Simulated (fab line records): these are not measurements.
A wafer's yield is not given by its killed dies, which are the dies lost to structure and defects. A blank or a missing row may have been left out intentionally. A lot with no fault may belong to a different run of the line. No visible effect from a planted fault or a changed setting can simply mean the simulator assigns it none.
fab line records	flow nand_harc
[record] lots = 24	wafers = 72	last_day = 33
route steps=1302 shown A_M1@1187 A_BONDPAD@1203
lots that met no fault: from a run of the same line without faults
start_h: the number of hours between the record's first day and the start of the first shown wafer of the lot	wait_h: time in hours since the lot's previous step	" the same as in the row above	L1.1+2: a single row standing in for several wafers	- value missing, or start not given	* or withheld: withheld	< > ~ a bound
route shown NAME@n: names a module that has steps shown in the file, with the first one's number in the route	usual: mean/standard deviation taken from wafers without a fault	same: alike in all rows	chamber/n: place in a boat	sites: each site's reading	_std_site: standard deviation of those values	_edge_site: inner sites' mean taken away from outer sites' mean	radius_mm: for every site, how far away it sits from the centre of the wafer	mask NAME#n: copy n	behind: the last tool/chamber to shape the wafer	hold: reason for holding the lot/hours on hold/outcome of the hold	device: the transistor (n, p or np) that didn't switch	end of line: the same wafers' tests at the end of the route	a step without rows: its recipe alone	killed: at the first sort, the dies lost to defects and structure; wafer yield is something else	map: per-die view of a wafer (x killed, . not killed, _ where there is no die)
set.NAME: setting as actually run; set.NAME@STEP: the setting as run at that earlier step	model.NAME: the simulator's own value behind a step, which no gauge read
route steps across a sampled set of lots; one table per step, one row per wafer
services: a tool's chamber out of use, with start hour (start_h, from the record's first day; less than 0 if before it), hours out, and reason
[[steps]]
[step NHARC_A_M1_ETCH_28]
[recipe] target_depth_a = 300	over_etch_frac = 0.3	time_s = 72.99	ion_energy_ev = 150	cf4_flow_sccm = 50	n2_flow_sccm = 100	ar_flow_sccm = 150	rf_w = 300	bias_w = 100	chemistry = CF4/N2
[usual] drypump_motor_current_A = 5.3/0.38	oes_product_au = 1.002/0.01	rf_vpp_V = 313.8/1.8	showerhead_plenum_p_Torr = 2.60/0.093	throttle_valve_pct = 19.795/0.0089
lot.wafer	tool	chamber	start_h	wait_h	drypump_motor_current_A	oes_product_au	rf_hours_counter_h	rf_vpp_V	showerhead_plenum_p_Torr	throttle_valve_pct
L074.2	rie_diel-12	0	-	-	5.5	1.002	2.6	314.9	2.66	19.784
L074.1	"	2	"	"	4.8	0.996	2.2	315.7	2.71	19.791
L074.5	"	1	"	"	5.5	1.009	-	313.3	2.50	19.787
L075.1	rie_diel-12	2	-	-	4.9	1.009	2.6	316.3	2.71	19.792
L075.4	"	3	"	"	5.4	1.001	2.9	314.1	2.65	19.786
L075.6	"	1	"	"	5.5	0.994	-	311.8	2.50	19.796
L078.2	rie_diel-02	0	-	-	5.7	0.988	8.7	314.9	2.71	19.788
L078.1	"	2	"	"	6.3	1.003	7.4	315.2	2.63	19.809
L078.6	"	0	"	"	5.7	0.998	-	313.5	2.71	19.786
L076.4	rie_diel-04	1	-	-	4.8	0.991	0.8	313.7	2.51	19.787
L076.3	"	2	"	"	5.1	1.004	0.8	316.5	2.69	19.787
L076.2	"	3	"	"	5.5	0.980	0.9	314.4	2.59	19.804
L077.3	rie_diel-12	1	-	-	5.5	1.001	4.1	313.8	2.50	19.798
L077.1	"	3	"	"	5.5	0.993	3.6	314.1	2.65	19.772
L077.2	"	0	"	"	5.5	1.008	4.2	314.8	2.66	19.789
L079.2	rie_diel-04	2	-	-	5.0	1.010	2.9	314.5	2.69	19.795
L079.5	"	3	"	"	5.5	0.979	-	313.2	2.59	19.784
L079.6	"	0	"	"	5.4	1.012	-	311.8	2.44	19.810
L080.1	rie_diel-04	3	-	-	5.5	0.987	3.5	311.9	2.59	19.794
L080.4	"	0	"	"	5.3	1.011	3.5	310.8	2.44	19.807
L080.2	"	1	"	"	4.9	1.005	3.6	311.8	2.51	19.808
L081.1	rie_diel-02	0	-	-	5.7	1.000	1.3	316.2	2.71	19.794
L081.3	"	1	"	"	6.1	1.002	1.0	316.7	2.72	19.803
L081.5	"	0	"	"	5.6	0.998	-	315.4	2.71	19.790
L082.4	rie_diel-04	3	-	-	5.4	0.991	4.3	313.3	2.59	19.805
L082.2	"	2	"	"	5.0	1.002	4.4	315.7	2.69	19.807
L082.5	"	0	"	"	5.4	1.014	-	310.9	2.44	19.790
L083.1	rie_diel-04	0	-	-	5.4	1.008	4.3	311.5	2.44	19.794
L083.4	"	1	"	"	4.9	1.003	4.4	311.6	2.51	19.792
L083.2	"	2	"	"	5.0	1.003	4.6	316.6	2.69	19.784
L084.4	rie_diel-02	1	-	-	6.0	1.003	3.8	315.5	2.72	19.788
L084.1	"	2	"	"	6.3	1.003	4.2	313.3	2.62	19.805
L084.6	"	2	"	"	6.3	0.996	-	313.8	2.62	19.795
L087.2	rie_diel-04	2	-	-	5.0	1.007	6.0	315.8	2.69	19.776
L087.5	"	2	"	"	5.0	1.011	-	314.3	2.69	19.798
L087.6	"	3	"	"	5.5	0.994	-	312.1	2.59	19.814
L085.1	rie_diel-04	0	-	-	5.4	1.016	6.9	312.5	2.44	19.811
L085.2	"	1	"	"	4.9	0.994	6.5	313.6	2.51	19.783
L085.5	"	0	"	"	5.4	1.020	-	310.1	2.44	19.784
L086.2	rie_diel-04	2	-	-	5.0	1.011	6.9	316.1	2.69	19.790
L086.1	"	3	"	"	5.5	0.987	7.3	313.7	2.59	19.790
L086.5	"	2	"	"	5.0	1.013	-	313.3	2.69	19.795
L088.3	rie_diel-04	0	-	-	5.4	1.015	7.9	310.9	2.44	19.805
L088.6	"	1	"	"	4.8	1.002	-	313.1	2.51	19.798
L088.5	"	2	"	"	5.0	1.023	-	315.8	2.69	19.802
L089.4	rie_diel-12	1	-	-	5.5	1.001	1.0	313.2	2.50	19.802
L089.2	"	3	"	"	5.4	0.995	1.0	314.4	2.64	19.783
L089.5	"	1	"	"	5.5	1.015	-	312.8	2.50	19.781
L090.2	rie_diel-04	3	-	-	5.4	0.996	9.2	312.9	2.59	19.803
L090.5	"	2	"	"	5.0	1.003	-	315.3	2.69	19.790
L090.6	"	3	"	"	5.4	0.995	-	313.9	2.59	19.809
L092.4	rie_diel-02	0	-	-	5.6	0.991	6.4	315.7	2.70	19.798
L092.1	"	1	"	"	6.0	0.992	6.5	316.8	2.72	19.799
L092.6	"	3	"	"	5.0	0.989	-	314.2	2.62	19.801
L091.3	rie_diel-12	3	-	-	5.4	0.994	2.5	316.6	2.64	19.799
L091.2	"	0	"	"	5.5	1.012	2.7	314.9	2.66	19.794
L091.1	"	1	"	"	5.5	0.995	2.5	311.4	2.50	19.792
L093.4	rie_diel-04	2	-	-	5.0	0.996	0.5	316.0	2.69	19.802
L093.5	"	2	"	"	5.0	1.006	-	315.7	2.69	19.808
L093.6	"	3	"	"	5.5	1.005	-	313.7	2.59	19.798
L095.4	rie_diel-12	1	-	-	5.5	1.011	2.8	311.9	2.50	19.798
L095.3	"	0	"	"	5.6	1.023	3.0	314.1	2.66	19.796
L095.5	"	2	"	"	4.8	0.996	-	316.4	2.71	19.805
L094.3	rie_diel-02	3	-	-	5.0	1.005	8.5	314.7	2.62	19.803
L094.1	"	0	"	"	5.6	1.001	7.6	314.4	2.70	19.804
L094.6	"	3	"	"	5.0	1.015	-	313.0	2.61	19.788
L096.4	rie_diel-04	3	-	-	5.5	0.997	2.3	313.8	2.59	19.802
L096.1	"	0	"	"	5.4	1.029	2.0	311.6	2.44	19.779
L096.6	"	3	"	"	5.5	1.009	-	313.5	2.59	19.803
L097.4	rie_diel-12	2	-	-	4.8	0.992	2.9	315.1	2.71	19.791
L097.3	"	3	"	"	5.4	0.995	3.1	315.1	2.64	19.797
L097.6	"	2	"	"	4.8	1.003	-	315.8	2.71	19.796
[step NHARC_A_M1_PRE_CLEAN_32]
[recipe] time_s = 12	temp_c = 370	rf_power_w = 300	gas = NH3
[usual] heater_power_w = 640/85
lot.wafer	tool	chamber	start_h	wait_h	heater_power_w
L074.2	pecvd-03	1	540.13	0.3	554
L074.1	"	0	"	"	615
L074.5	"	2	"	"	662
L075.1	pecvd-02	0	542.39	0.1	613
L075.4	"	0	"	"	622
L075.6	"	1	"	"	565
L078.2	pecvd-02	1	553.58	0.1	682
L078.1	"	2	"	"	709
L078.6	"	2	"	"	712
L076.2	pecvd-02	0	556.05	0.1	623
L076.3	"	2	"	"	676
L076.4	"	1	"	"	627
L077.1	pecvd-02	2	564.39	0.1	687
L077.3	"	0	"	"	612
L077.2	"	1	"	"	672
L079.2	pecvd-03	1	595.63	0.1	550
L079.6	"	0	"	"	623
L079.5	"	2	"	"	701
L080.1	pecvd-01	0	601.35	0.1	807
L080.2	"	2	"	"	541
L080.4	"	2	"	"	566
L081.3	pecvd-03	1	603.62	0.1	596
L081.1	"	2	"	"	695
L081.5	"	2	"	"	698
L082.2	pecvd-03	1	618.59	0.1	553
L082.5	"	1	"	"	562
L082.4	"	2	"	"	631
L083.1	pecvd-02	0	625.02	0.1	593
L083.2	"	2	"	"	739
L083.4	"	0	"	"	566
L084.1	pecvd-03	1	648.26	0.1	547
L084.6	"	1	"	"	542
L084.4	"	2	"	"	716
L087.2	pecvd-03	1	650.57	0.1	520
L087.6	"	0	"	"	598
L087.5	"	2	"	"	697
L085.2	pecvd-03	1	657.87	0.1	596
L085.1	"	0	"	"	611
L085.5	"	0	"	"	627
L086.1	pecvd-01	2	658.74	0.1	509
L086.2	"	0	"	"	685
L086.5	"	0	"	"	655
L088.3	pecvd-03	2	673.51	0.1	708
L088.5	"	2	"	"	701
L088.6	"	0	"	"	570
L089.2	pecvd-02	0	679.25	0.1	563
L089.4	"	0	"	"	566
L089.5	"	1	"	"	607
L090.2	pecvd-02	1	700.47	0.1	610
L090.5	"	2	"	"	623
L090.6	"	0	"	"	551
L092.1	pecvd-01	1	702.17	0.1	784
L092.4	"	0	"	"	742
L092.6	"	1	"	"	787
L091.3	pecvd-03	1	722.25	0.1	540
L091.1	"	2	"	"	625
L091.2	"	0	"	"	610
L093.6	pecvd-02	2	731.35	0.1	740
L093.4	"	0	"	"	531
L093.5	"	1	"	"	646
L095.3	pecvd-01	1	735.50	0.2	813
L095.4	"	2	"	"	543
L095.5	"	2	"	"	549
L094.3	pecvd-02	1	737.94	0.1	648
L094.1	"	0	"	"	502
L094.6	"	2	"	"	631
L096.1	pecvd-01	1	749.23	0.1	772
L096.6	"	1	"	"	787
L096.4	"	0	"	"	759
L097.3	pecvd-01	2	750.33	0.1	567
L097.4	"	2	"	"	569
L097.6	"	0	"	"	780
[step NHARC_A_BONDPAD_CMP_29]
[recipe] target_thk_nm = 200	material = SiCN
[usual] motor_current_A = 11.5/0.83
lot.wafer	tool	chamber	start_h	wait_h	motor_current_A
L074.2	cmp-02	2	541.20	-	10.8
L074.1	"	0	"	"	12.7
L074.5	"	2	"	"	10.5
L075.1	cmp-02	3	543.45	-	11.0
L075.4	"	0	"	"	12.4
L075.6	"	3	"	"	11.2
L078.1	cmp-04	3	554.61	-	10.9
L078.2	"	1	"	"	12.7
L078.6	"	0	"	"	12.2
L076.4	cmp-04	1	557.08	-	13.5
L076.2	"	2	"	"	12.0
L076.3	"	0	"	"	12.9
L077.1	cmp-02	0	565.43	-	12.5
L077.2	"	1	"	"	11.5
L077.3	"	3	"	"	11.4
L079.2	cmp-02	3	596.68	-	11.2
L079.6	"	2	"	"	10.6
L079.5	"	3	"	"	10.6
L080.2	cmp-03	1	602.40	-	11.0
L080.4	"	2	"	"	11.9
L080.1	"	0	"	"	11.4
L081.1	cmp-02	1	604.68	-	11.1
L081.3	"	2	"	"	10.8
L081.5	"	0	"	"	12.7
L082.4	cmp-03	3	619.68	-	10.5
L082.2	"	0	"	"	12.1
L082.5	"	1	"	"	10.9
L083.4	cmp-03	3	626.06	-	10.7
L083.1	"	0	"	"	11.5
L083.2	"	2	"	"	11.4
L084.1	cmp-03	3	649.34	-	10.1
L084.4	"	0	"	"	11.8
L084.6	"	2	"	"	12.0
L087.2	cmp-03	1	651.63	-	10.8
L087.6	"	0	"	"	11.7
L087.5	"	1	"	"	10.9
L085.1	cmp-03	2	658.92	-	11.6
L085.2	"	0	"	"	12.2
L085.5	"	2	"	"	12.4
L086.1	cmp-03	1	659.83	-	10.5
L086.2	"	2	"	"	12.3
L086.5	"	3	"	"	10.9
L088.3	cmp-02	0	674.56	-	12.6
L088.6	"	3	"	"	10.9
L088.5	"	0	"	"	12.6
L089.4	cmp-02	2	680.29	-	11.3
L089.2	"	0	"	"	13.0
L089.5	"	1	"	"	12.0
L090.2	cmp-02	0	702.97	-	12.8
L090.6	"	1	"	"	10.5
L090.5	"	2	"	"	10.8
L092.4	cmp-02	1	703.19	-	10.9
L092.1	"	2	"	"	11.1
L092.6	"	1	"	"	10.6
L091.3	cmp-04	1	723.28	-	12.4
L091.2	"	2	"	"	12.2
L091.1	"	3	"	"	10.4
L093.4	cmp-04	1	732.42	-	12.8
L093.5	"	2	"	"	11.6
L093.6	"	3	"	"	10.4
L095.4	cmp-02	0	736.68	-	12.5
L095.3	"	2	"	"	10.6
L095.5	"	1	"	"	10.5
L094.3	cmp-03	3	739.00	-	10.9
L094.1	"	0	"	"	12.4
L094.6	"	3	"	"	10.7
L096.1	cmp-02	0	750.27	-	13.1
L096.4	"	1	"	"	10.3
L096.6	"	1	"	"	11.0
L097.4	cmp-02	3	751.40	-	11.0
L097.3	"	0	"	"	12.4
L097.6	"	0	"	"	12.6
[step NHARC_A_BONDPAD_THK_MEAS_30]
[recipe] thk_meas_gauge = ellipsometry
[usual] thk_nm = 200.2/1.7
lot.wafer	tool	chamber	start_h	wait_h	thk_nm
L074.1	film_metro-02	-	541.42	0.2	199.9
L074.2	"	-	"	"	199.4
L074.5	"	-	"	"	199.2
L075.1	film_metro-02	-	543.70	0.2	200.1
L075.4	"	-	"	"	199.2
L075.6	"	-	"	"	199.5
L078.1	film_metro-01	-	554.87	0.2	201.7
L078.2	"	-	"	"	198.4
L078.6	"	-	"	"	200.4
L076.2	film_metro-01	-	557.33	0.2	199.8
L076.3	"	-	"	"	200.9
L076.4	"	-	"	"	198.9
L077.1	film_metro-02	-	565.69	0.2	199.0
L077.2	"	-	"	"	201.7
L077.3	"	-	"	"	201.0
L079.2	film_metro-01	-	596.90	0.2	199.0
L079.5	"	-	"	"	202.7
L079.6	"	-	"	"	199.6
L080.1	film_metro-01	-	602.65	0.2	200.2
L080.2	"	-	"	"	200.1
L080.4	"	-	"	"	196.3
L081.1	film_metro-01	-	604.91	0.2	201.6
L081.3	"	-	"	"	202.3
L081.5	"	-	"	"	202.0
L082.2	film_metro-01	-	619.88	0.2	201.4
L082.4	"	-	"	"	202.5
L082.5	"	-	"	"	199.3
L083.1	film_metro-01	-	626.31	0.2	199.2
L083.2	"	-	"	"	197.7
L083.4	"	-	"	"	200.3
L084.1	film_metro-02	-	649.55	0.2	202.6
L084.4	"	-	"	"	204.6
L084.6	"	-	"	"	200.9
L087.2	film_metro-01	-	651.85	0.2	202.0
L087.5	"	-	"	"	203.0
L087.6	"	-	"	"	199.8
L085.1	film_metro-02	-	659.17	0.2	197.8
L085.2	"	-	"	"	201.7
L085.5	"	-	"	"	198.6
L086.1	film_metro-02	-	660.03	0.2	201.3
L086.2	"	-	"	"	199.9
L086.5	"	-	"	"	200.6
L088.3	film_metro-01	-	674.79	0.2	198.8
L088.5	"	-	"	"	200.4
L088.6	"	-	"	"	201.9
L089.2	film_metro-02	-	680.52	0.2	197.4
L089.4	"	-	"	"	200.3
L089.5	"	-	"	"	201.2
L090.2	film_metro-02	-	703.14	0.2	199.4
L090.5	"	-	"	"	200.2
L090.6	"	-	"	"	199.6
L092.1	film_metro-02	-	703.44	0.2	201.5
L092.4	"	-	"	"	205.3
L092.6	"	-	"	"	203.9
L091.1	film_metro-01	-	723.53	0.2	200.1
L091.2	"	-	"	"	199.8
L091.3	"	-	"	"	198.4
L093.4	film_metro-01	-	732.59	0.2	200.9
L093.5	"	-	"	"	201.0
L093.6	"	-	"	"	200.4
L095.3	film_metro-01	-	736.93	0.2	198.8
L095.4	"	-	"	"	199.7
L095.5	"	-	"	"	201.5
L094.1	film_metro-02	-	739.23	0.2	198.5
L094.3	"	-	"	"	200.3
L094.6	"	-	"	"	198.4
L096.1	film_metro-02	-	750.52	0.2	197.7
L096.4	"	-	"	"	200.2
L096.6	"	-	"	"	202.8
L097.3	film_metro-02	-	751.65	0.2	198.5
L097.4	"	-	"	"	198.8
L097.6	"	-	"	"	198.8
[step NHARC_A_BONDPAD_ETCH_34]
[recipe] target_depth_a = 600	overetch_a = 180	time_s = 65.91	ion_energy_ev = 200	n2_flow_sccm = 150	h2_flow_sccm = 150	ar_flow_sccm = 0	rf_w = 400	bias_w = 150	chemistry = N2/H2
[usual] drypump_motor_current_A = 5.6/0.45	oes_product_au = 0.997/0.012	rf_vpp_V = 431.0/2.5	showerhead_plenum_p_Torr = 2.06/0.088	throttle_valve_pct = 14.172/0.01
lot.wafer	tool	chamber	start_h	wait_h	drypump_motor_current_A	oes_product_au	rf_hours_counter_h	rf_vpp_V	showerhead_plenum_p_Torr	throttle_valve_pct
L074.1	rie_diel-13	3	542.29	0.1	5.2	0.991	0	434.3	2.19	14.162
L074.2	"	1	"	"	5.7	1.021	0	428.1	1.98	14.168
L074.5	"	3	"	"	5.2	0.992	-	434.5	2.19	14.165
L075.1	rie_diel-13	2	544.56	0.1	5.7	0.993	0	433.7	2.16	14.177
L075.4	"	3	"	"	5.2	0.984	0	433.7	2.19	14.164
L075.6	"	1	"	"	5.7	1.003	-	428.0	1.98	14.162
L078.1	rie_diel-13	1	555.73	0.1	5.7	1.004	0	430.2	1.98	14.163
L078.2	"	3	"	"	5.2	0.988	0	434.2	2.19	14.161
L078.6	"	1	"	"	5.7	0.998	-	429.1	1.98	14.162
L076.4	rie_diel-13	1	558.07	0.1	5.7	0.994	1	428.4	1.98	14.157
L076.2	"	2	"	"	5.7	0.988	1	433.9	2.16	14.153
L076.3	"	3	"	"	5.2	0.981	0	436.1	2.19	14.190
L077.1	rie_diel-10	0	566.46	0.1	5.5	1.000	50	430.5	2.04	14.162
L077.3	"	2	"	"	6.1	0.996	54	434.1	2.16	14.181
L077.2	"	3	"	"	4.7	0.996	48	429.8	2.01	14.168
L079.2	rie_diel-13	2	597.77	0.1	5.7	0.982	1	433.3	2.16	14.175
L079.6	"	0	"	"	5.7	0.996	-	431.5	2.06	14.177
L079.5	"	1	"	"	5.7	1.004	-	429.8	1.98	14.179
L080.2	rie_diel-13	1	603.51	0.1	5.8	1.007	1	429.3	1.98	14.162
L080.1	"	2	"	"	5.7	0.979	1	433.5	2.16	14.184
L080.4	"	3	"	"	5.2	0.991	1	434.8	2.18	14.154
L081.3	rie_diel-11	3	605.77	0.1	5.1	1.010	33	432.7	2.12	14.172
L081.1	"	2	"	"	6.7	1.000	29	426.5	1.89	14.176
L081.5	"	3	"	"	5.2	0.997	-	432.4	2.12	14.172
L082.4	rie_diel-13	3	620.74	0.1	5.2	0.986	1	434.7	2.19	14.186
L082.2	"	0	"	"	5.7	0.987	1	431.3	2.06	14.172
L082.5	"	0	"	"	5.7	0.988	-	431.2	2.06	14.166
L083.4	rie_diel-13	1	627.17	0.1	5.7	1.005	2	427.9	1.98	14.177
L083.1	"	2	"	"	5.7	0.982	2	432.9	2.16	14.168
L083.2	"	3	"	"	5.2	0.979	1	435.6	2.18	14.149
L084.1	rie_diel-11	3	650.30	0.1	5.2	1.019	7	432.3	2.11	14.172
L084.4	"	0	"	"	6.0	1.007	11	428.5	1.99	14.181
L084.6	"	1	"	"	5.3	1.000	-	429.5	2.01	14.186
L087.2	rie_diel-10	1	652.73	0.1	6.4	0.986	19	428.5	2.01	14.154
L087.6	"	3	"	"	4.7	0.999	-	429.3	2.00	14.185
L087.5	"	0	"	"	5.4	1.003	-	431.0	2.03	14.164
L085.1	rie_diel-10	1	660.06	0.1	6.4	1.001	21	431.1	2.01	14.177
L085.2	"	2	"	"	6.1	0.984	23	432.9	2.14	14.178
L085.5	"	1	"	"	6.4	1.008	-	431.0	2.01	14.177
L086.1	rie_diel-13	2	660.91	0.1	5.7	0.989	3	432.5	2.16	14.166
L086.2	"	0	"	"	5.7	0.989	3	429.9	2.06	14.174
L086.5	"	3	"	"	5.2	0.987	-	433.8	2.18	14.165
L088.3	rie_diel-10	1	675.67	0.1	6.4	0.999	26	429.8	2.01	14.157
L088.5	"	2	"	"	6.0	0.976	-	432.0	2.14	14.181
L088.6	"	3	"	"	4.7	1.001	-	428.6	2.00	14.168
L089.4	rie_diel-11	3	681.38	0.1	5.2	1.006	12	434.4	2.11	14.160
L089.2	"	0	"	"	6.0	0.998	16	429.9	1.99	14.178
L089.5	"	2	"	"	6.7	1.014	-	426.7	1.89	14.177
L090.2	rie_diel-11	2	704.08	0.1	6.6	1.016	21	426.3	1.88	14.174
L090.6	"	3	"	"	5.1	1.015	-	432.5	2.11	14.169
L090.5	"	0	"	"	6.0	1.010	-	429.7	1.99	14.161
L092.4	rie_diel-11	0	704.30	0.1	6.0	0.997	22	428.5	1.99	14.174
L092.1	"	2	"	"	6.6	1.032	21	425.3	1.88	14.178
L092.6	"	0	"	"	6.0	1.003	-	428.4	1.99	14.158
L091.2	rie_diel-13	2	724.27	0.1	5.7	0.971	0	434.5	2.16	14.156
L091.3	"	3	"	"	5.2	1.002	0	434.0	2.18	14.162
L091.1	"	0	"	"	5.7	0.999	0	429.3	2.06	14.159
L093.4	rie_diel-13	3	733.46	0.1	5.2	0.992	0	435.3	2.18	14.189
L093.5	"	2	"	"	5.7	0.983	-	434.1	2.16	14.171
L093.6	"	3	"	"	5.2	0.996	-	434.4	2.18	14.179
L095.4	rie_diel-11	0	737.68	0.1	6.0	1.017	28	430.1	1.99	14.160
L095.3	"	1	"	"	5.3	1.000	19	429.6	2.00	14.162
L095.5	"	3	"	"	5.1	1.005	-	433.2	2.11	14.157
L094.1	rie_diel-11	2	739.97	0.1	6.6	1.029	27	425.2	1.88	14.153
L094.3	"	1	"	"	5.3	1.000	19	428.8	2.00	14.176
L094.6	"	2	"	"	6.6	1.031	-	426.7	1.88	14.177
L096.1	rie_diel-13	1	751.40	0.1	5.7	0.998	1	428.7	1.98	14.164
L096.4	"	3	"	"	5.2	0.994	1	434.7	2.18	14.186
L096.6	"	1	"	"	5.8	1.001	-	429.3	1.98	14.164
L097.4	rie_diel-13	2	752.52	0.1	5.7	0.979	1	433.5	2.16	14.161
L097.3	"	3	"	"	5.2	0.995	1	434.6	2.18	14.168
L097.6	"	0	"	"	5.7	0.999	-	431.0	2.05	14.186
[step NHARC_A_BONDPAD_INSPECT_23]
[usual] raw_defect_count = 536/120
lot.wafer	tool	chamber	start_h	wait_h	raw_defect_count
L074.1	defect_inspect-01	-	544.78	0.0	584
L074.2	"	-	"	"	471
L074.5	"	-	"	"	510
L075.1	defect_inspect-01	-	547.08	0.0	661
L075.4	"	-	"	"	638
L075.6	"	-	"	"	473
L078.1	defect_inspect-02	-	558.30	0.0	603
L078.2	"	-	"	"	685
L078.6	"	-	"	"	511
L076.2	defect_inspect-02	-	560.52	0.0	414
L076.3	"	-	"	"	358
L076.4	"	-	"	"	325
L077.1	defect_inspect-01	-	569.07	0.0	422
L077.2	"	-	"	"	291
L077.3	"	-	"	"	420
L079.2	defect_inspect-02	-	600.22	0.0	644
L079.5	"	-	"	"	538
L079.6	"	-	"	"	483
L080.1	defect_inspect-02	-	605.98	0.0	703
L080.2	"	-	"	"	556
L080.4	"	-	"	"	561
L081.1	defect_inspect-01	-	608.31	0.0	464
L081.3	"	-	"	"	470
L081.5	"	-	"	"	566
L082.2	defect_inspect-01	-	623.24	0.0	477
L082.4	"	-	"	"	648
L082.5	"	-	"	"	469
L083.1	defect_inspect-02	-	629.67	0.0	728
L083.2	"	-	"	"	718
L083.4	"	-	"	"	884
L084.1	defect_inspect-01	-	652.76	0.0	409
L084.4	"	-	"	"	386
L084.6	"	-	"	"	382
L087.2	defect_inspect-02	-	655.18	0.0	628
L087.5	"	-	"	"	737
L087.6	"	-	"	"	615
L085.1	defect_inspect-02	-	662.55	0.0	511
L085.2	"	-	"	"	506
L085.5	"	-	"	"	351
L086.1	defect_inspect-01	-	663.39	0.0	503
L086.2	"	-	"	"	534
L086.5	"	-	"	"	589
L088.3	defect_inspect-02	-	678.14	0.0	560
L088.5	"	-	"	"	739
L088.6	"	-	"	"	494
L089.2	defect_inspect-01	-	683.89	0.0	419
L089.4	"	-	"	"	430
L089.5	"	-	"	"	479
L090.2	defect_inspect-02	-	706.54	0.0	559
L090.5	"	-	"	"	531
L090.6	"	-	"	"	503
L092.1	defect_inspect-02	-	706.87	0.0	720
L092.4	"	-	"	"	716
L092.6	"	-	"	"	646
L091.1	defect_inspect-01	-	726.72	0.0	433
L091.2	"	-	"	"	408
L091.3	"	-	"	"	618
L093.4	defect_inspect-02	-	735.95	0.0	609
L093.5	"	-	"	"	523
L093.6	"	-	"	"	573
L095.3	defect_inspect-01	-	740.16	0.0	495
L095.4	"	-	"	"	691
L095.5	"	-	"	"	473
L094.1	defect_inspect-02	-	742.45	0.0	565
L094.3	"	-	"	"	578
L094.6	"	-	"	"	433
L096.1	defect_inspect-01	-	753.98	0.1	571
L096.4	"	-	"	"	488
L096.6	"	-	"	"	421
L097.3	defect_inspect-01	-	754.99	0.0	488
L097.4	"	-	"	"	469
L097.6	"	-	"	"	642
[[services]]
tool	chamber	start_h	hours	kind
rie_diel-13	-	519.07	9.0	pm
cmp-02	-	526.51	4.0	pm
rie_diel-04	-	531.90	9.0	pm
pecvd-03	-	547.04	13.0	pm
cmp-03	-	554.15	4.0	pm
cmp-03	-	562.54	2.0	repair
cmp-03	-	567.59	0.5	repair
rie_diel-13	1	587.87	2.6	repair
pecvd-02	-	589.55	13.0	pm
rie_diel-13	3	603.91	10.9	repair
cmp-02	-	619.45	0.8	repair
cmp-02	-	624.51	4.0	pm
cmp-03	-	652.15	4.0	pm
pecvd-03	-	656.17	0.4	repair
rie_diel-13	1	666.26	7.7	repair
cmp-02	-	683.48	0.8	repair
rie_diel-13	-	696.07	9.0	pm
cmp-03	-	701.97	0.3	repair
rie_diel-04	-	708.90	9.0	pm
cmp-03	-	711.76	0.9	repair
cmp-02	-	722.51	4.0	pm
pecvd-03	-	728.04	13.0	pm
rie_diel-04	2	739.30	1.9	repair
cmp-03	-	750.15	4.0	pm
[[key]]
fault none
